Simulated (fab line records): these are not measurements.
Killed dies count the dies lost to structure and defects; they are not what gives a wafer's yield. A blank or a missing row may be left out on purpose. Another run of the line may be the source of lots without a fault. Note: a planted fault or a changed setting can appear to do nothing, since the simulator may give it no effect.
Split-lot trial ; flow n5 finfet ; 39 wafers read from 7 lots, route of 1938 steps

THE SPLIT ITSELF
At N5_BEOL_M11_PECVD_70 (deposits SiO2 from TEOS/O2, target thk 20 nm, time 22.7 s), the setting time s was moved away from the recipe's 22.7 s on 12 of the 39 wafers read, by -39.5% to +33.1%. For the rest of the wafers, this setting stayed at what the recipe calls for.

FROM THE SPLIT TO THE READING: what the file shows between them, 4 steps
- N5_BEOL_M11_HM_DEP_02: deposits TiN, target thk 20 nm
- N5_BEOL_M11_COAT_59: time 60 s, resist thk 100 nm
- N5_BEOL_M11_ECD_50: material Cu, target thk 318 nm
- N5_BEOL_M11_ANNEAL_51: time 90 s

THE READING
barrier field endpoint s, in s, at N5_BEOL_M11_CMP_52 (polishes, stops on SiCOH lowk, t overpolish 7 s, target thk 140 nm). Typical for fault-free wafers on this fab line: 29.1 s, with standard deviation 0.57 s.

wafer;tool, chamber at the split;time s as run, s;against the recipe;barrier field endpoint s, s;against lot-mates on the recipe
L077.4;pecvd-02, 1,2,1;22.7;recipe;28.6;-
L077.1;pecvd-02, 2;22.7;recipe;28.4;-
L077.3;pecvd-02, 1,2,1;22.7;recipe;28.7;-
L077.2;pecvd-02, 0;22.7;recipe;28.1;-
L077.6;pecvd-02, 0;22.7;recipe;29.3;-
L077.5;pecvd-02, 1,2,1;22.7;recipe;28.9;-
L076.3;pecvd-03, 2,0;22.7;recipe;28.8;-
L076.4;pecvd-03, 0,2;22.7;recipe;29.5;-
L076.1;pecvd-03, 2,0;22.7;recipe;28.8;-
L076.2;pecvd-03, 1;22.7;recipe;29.0;-
L076.6;pecvd-03, 1;22.7;recipe;29.5;-
L076.5;pecvd-03, 0,2;22.7;recipe;28.9;-
L079.3;pecvd-03, 1,0,2;22.7;recipe;28.5;-
L079.4;pecvd-03, 0,1;30.21;+33.1%;37.1;+8.1
L079.2;pecvd-03, 1,0,2;22.7;recipe;29.0;-
L079.1;pecvd-03, 1,0,2;22.7;recipe;29.6;-
L079.6;pecvd-03, 2;30.21;+33.1%;36.6;+7.6
L079.5;pecvd-03, 0,1;30.21;+33.1%;38.4;+9.4
L081.2;pecvd-02, 1,0;22.7;recipe;29.4;-
L081.1;pecvd-02, 1,0;22.7;recipe;29.4;-
L081.6;pecvd-02, 1;22.7;recipe;30.3;-
L089.3;pecvd-02, 0;13.74;-39.5%;19.6;-8.5
L089.4;pecvd-02, 0;13.74;-39.5%;19.1;-9.0
L089.2;pecvd-02, 1;22.7;recipe;28.2;-
L089.1;pecvd-02, 2;22.7;recipe;27.7;-
L089.6;pecvd-02, 1;22.7;recipe;28.4;-
L089.5;pecvd-02, 2;13.74;-39.5%;19.4;-8.7
L090.3;pecvd-04, 1;22.7;recipe;29.8;-
L090.1;pecvd-04, 2;22.7;recipe;28.7;-
L090.4;pecvd-04, 2;22.7;recipe;29.2;-
L090.2;pecvd-04, 0;17.07;-24.8%;22.7;-6.5
L090.5;pecvd-04, 0;17.07;-24.8%;23.6;-5.6
L090.6;pecvd-04, 1;17.07;-24.8%;22.8;-6.4
L095.2;pecvd-04, 2;22.7;recipe;29.1;-
L095.1;pecvd-04, 0;29.63;+30.5%;36.7;+7.3
L095.4;pecvd-04, 1;22.7;recipe;29.7;-
L095.3;pecvd-04, 1;29.63;+30.5%;37.0;+7.6
L095.6;pecvd-04, 0;29.63;+30.5%;37.0;+7.6
L095.5;pecvd-04, 2;22.7;recipe;29.3;-
The file does not say which wafer passed through which chamber wherever a row lists several chambers: such a row stands for several wafers.

THE FIT
A straight line over all 39 wafers: barrier field endpoint s changes by +0.249 s for each +1% of time s; r = +0.99; the points scatter about the line by 0.56 s.
The same after taking each lot's own level away (the mean of its wafers on the recipe; 39 wafers): +0.239 s for each +1%; r = +0.99; scatter 0.47 s.
The reading moves by 9.4 s for the largest change in time s, on that fit.
The span of the lots' own levels, 28.10 to 29.70 s, comes to 2.8 times the standard deviation stated above.
The two slopes agree, so the slope changes little with the lot-to-lot level.
Check: -9.5 s against its lot-mates is what the line predicts for one of the wafers moved furthest among these (-39.5%) when that wafer is left out of the fit. It came out at -8.5 s against them.

OTHER SPLITS ON THESE WAFERS
Other splits were also applied to these wafers ahead of the reading. Each is held against what the fit with the lots' levels taken away leaves over:
other split on the same wafers;wafers away from the commonest value;r with barrier field endpoint s (lot level and that fit taken away)
N5_FIN_SAQP_ETCH_65 time s;12;-0.17
N5_ILD0_PRECLEAN_10 time s;15;-0.07
N5_BEOL_M1_ILD_DEP_00 target thk a;15;+0.21
N5_BEOL_M3_PECVD_72 time s;15;+0.08
N5_BEOL_M7_ILD_DEP_00 target thk a;12;-0.26

THE WHOLE CHAIN: every reading that the file lists as answering this split, in the file's order
step;what it does;reading;change (the file's fit);r (the file's)
N5_BEOL_M11_PECVD_70;deposits SiO2 from TEOS/O2, target thk 20 nm, time 22.7 s;SiO2_of_BEOL_M11_PECVD_70.thk nm (the simulator's own value, which no gauge read);+0.194 nm for each +1% of the setting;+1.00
N5_BEOL_M11_CMP_52;polishes, stops on SiCOH lowk, t overpolish 7 s, target thk 140 nm;barrier field endpoint s;+0.239 s for each +1% of the setting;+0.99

THE FILE'S OWN FIT
barrier field endpoint s changes by +0.239 s for each +1% of time s, r = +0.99.
